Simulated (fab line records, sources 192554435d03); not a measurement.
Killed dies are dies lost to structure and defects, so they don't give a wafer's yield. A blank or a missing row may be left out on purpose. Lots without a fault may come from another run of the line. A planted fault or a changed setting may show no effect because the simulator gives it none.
A struck lot beside a sound one | flow n5_finfet | 18 steps out of a route of 1938
Sound: wafers L614.1, L614.5, L614.6. Struck: wafer L623.1. (L623.2, L623.5 of the same lot were not struck and are left out.) The cause comes at the end.
At each step with rows: each side's tool, then ch and its chambers, then its first start. Under that, the readings that differ: sound wafers | struck wafers | difference of the means | sigmas: that difference in standard deviations of wafers without a fault.
alike: readings whose means differ by less than 2 such deviations, and words and numbers that are the same on both sides. not compared: withheld readings, readings that some wafer has no value for, bounds like >300 that may hide the same value, and numbers for which the record gives no deviation and whose values overlap.
The two part at a step that has a row with sigmas, a row that says differs or no value, or rows on one side only. Numbers that don't overlap but have no deviation are shown without sigmas and don't part them. A reading that every wafer of one side lacks parts them only if that side has two wafers or more.

first, 8 steps without rows for these wafers: N5_PASSIVATION_HMDS_03 (time 60 s); N5_PASSIVATION_COAT_04; N5_PASSIVATION_EBR_06; N5_PASSIVATION_SOFTBAKE_05 (time 90 s); N5_PASSIVATION_EXPOSE_07 (exposes mask TV, defocus 0 nm, target cd 3000 nm); N5_PASSIVATION_PEB_08; N5_PASSIVATION_DEVELOP_09 (develop time 60 s); N5_PASSIVATION_HARDBAKE_11 (time 120 s).
N5_PASSIVATION_CD_MEAS_10: target cd 3000 nm.
  sound on cd_sem-01 ch 0, day 11 15:09; struck on cd_sem-02 ch 0, day 14 11:01
  alike: cd_nm
N5_PASSIVATION_OVL_MEAS_60:
  sound on overlay-01 ch 0, day 11 15:11; struck on overlay-01 ch 0, day 14 11:02
  alike: TV_OVL
N5_PASSIVATION_INSPECT_61: inspects for defects (macro).
  sound on defect_inspect-02, day 11 15:13; struck on defect_inspect-02, day 14 11:04
  alike: raw_defect_count
N5_PASSIVATION_DESCUM_12: chemistry O2, time 7.9 s.
  sound on rie_diel-06 ch 0,1,3, day 11 15:15; struck on rie_diel-04 ch 2, day 14 11:06
  reading               | sound          | struck | difference | sigmas
  oes_product_au (a.u.) | 0.71 0.68 0.83 | 0.99   | +0.25      | +3
  alike: drypump_motor_current_A, rf_vpp_V, showerhead_plenum_p_Torr, throttle_valve_pct
  not compared: rf_hours_counter_h
N5_PASSIVATION_PASS_ETCH_74: etches SiNx in CF4/O2, target depth 220 nm, time 110 s.
  sound on rie_diel-06 ch 0,1,3, day 11 15:19; struck on rie_diel-04 ch 2, day 14 11:10
  reading                         | sound             | struck | difference | sigmas
  oes_product_au (a.u.)           | 0.72 0.68 0.82    | 1.18   | +0.44      | +5
  throttle_valve_pct (%)          | 16.36 16.26 15.96 | 15.75  | -0.44      | -2
  model.etch.depth_nm (nm)        | 219.3 216 225.6   | 289.3  | +69.0      |
  model.TV_OPEN.cd_offset_nm (nm) | 0.6 0.2 0.2       | -3.4   | -3.7       |
  alike: drypump_motor_current_A, rf_vpp_V, showerhead_plenum_p_Torr
  not compared: rf_hours_counter_h, model.coat_of_PASSIVATION_COAT_04.thk_nm
N5_PASSIVATION_VIA_ETCH_13: etches SiO2 in CHF3/O2, target depth 660 nm, time 330 s.
  sound on rie_diel-06 ch 0,1,3, day 11 15:25; struck on rie_diel-04 ch 2, day 14 11:16
  reading                | sound             | struck | difference | sigmas
  oes_product_au (a.u.)  | 0.65 0.62 0.75    | 0.89   | +0.22      | +3
  throttle_valve_pct (%) | 19.23 19.10 18.88 | 18.64  | -0.43      | -3
  alike: CHF3_flow_sccm, drypump_motor_current_A, etch_rf_on_time_s, rf_vpp_V, showerhead_plenum_p_Torr
  not compared: rf_hours_counter_h, model.coat_of_PASSIVATION_COAT_04.thk_nm
N5_PASSIVATION_STRIP_14: strips in O2.
  sound on rie_diel-06 ch 0,1,3, day 11 15:37; struck on rie_diel-04 ch 2, day 14 11:27
  reading                | sound             | struck | difference | sigmas
  oes_product_au (a.u.)  | 0.71 0.70 0.82    | 0.99   | +0.25      | +3
  throttle_valve_pct (%) | 17.01 16.87 16.62 | 16.46  | -0.37      | -2
  alike: drypump_motor_current_A, rf_vpp_V, showerhead_plenum_p_Torr
  not compared: rf_hours_counter_h
N5_PASSIVATION_ETCH_15: etches SiCN in CF4/N2, target depth 75 nm, time 81.2 s.
  sound on rie_diel-06 ch 0,1,3; struck on rie_diel-04 ch 2
  reading                         | sound             | struck | difference | sigmas
  oes_product_au (a.u.)           | 0.71 0.68 0.83    | 0.99   | +0.25      | +3
  throttle_valve_pct (%)          | 15.79 15.71 15.39 | 15.13  | -0.50      | -3
  model.TV_OPEN.cd_offset_nm (nm) | 2.2 1.4 2.2       | -1.2   | -3.1       |
  alike: drypump_motor_current_A, rf_vpp_V, showerhead_plenum_p_Torr
  not compared: rf_hours_counter_h
then, 1 step without rows for these wafers: N5_PASSIVATION_STRIP_73 (strips in post etch residue remover, time 60 s).
N5_PASSIVATION_PROBE_49:
  the record has rows for the struck wafers here (prober-01, day 14 18:01) and none for the sound ones

WHERE THEY PART
First at N5_PASSIVATION_DESCUM_12; last, within this record, at N5_PASSIVATION_PROBE_49.

WHY: what the simulator had put in
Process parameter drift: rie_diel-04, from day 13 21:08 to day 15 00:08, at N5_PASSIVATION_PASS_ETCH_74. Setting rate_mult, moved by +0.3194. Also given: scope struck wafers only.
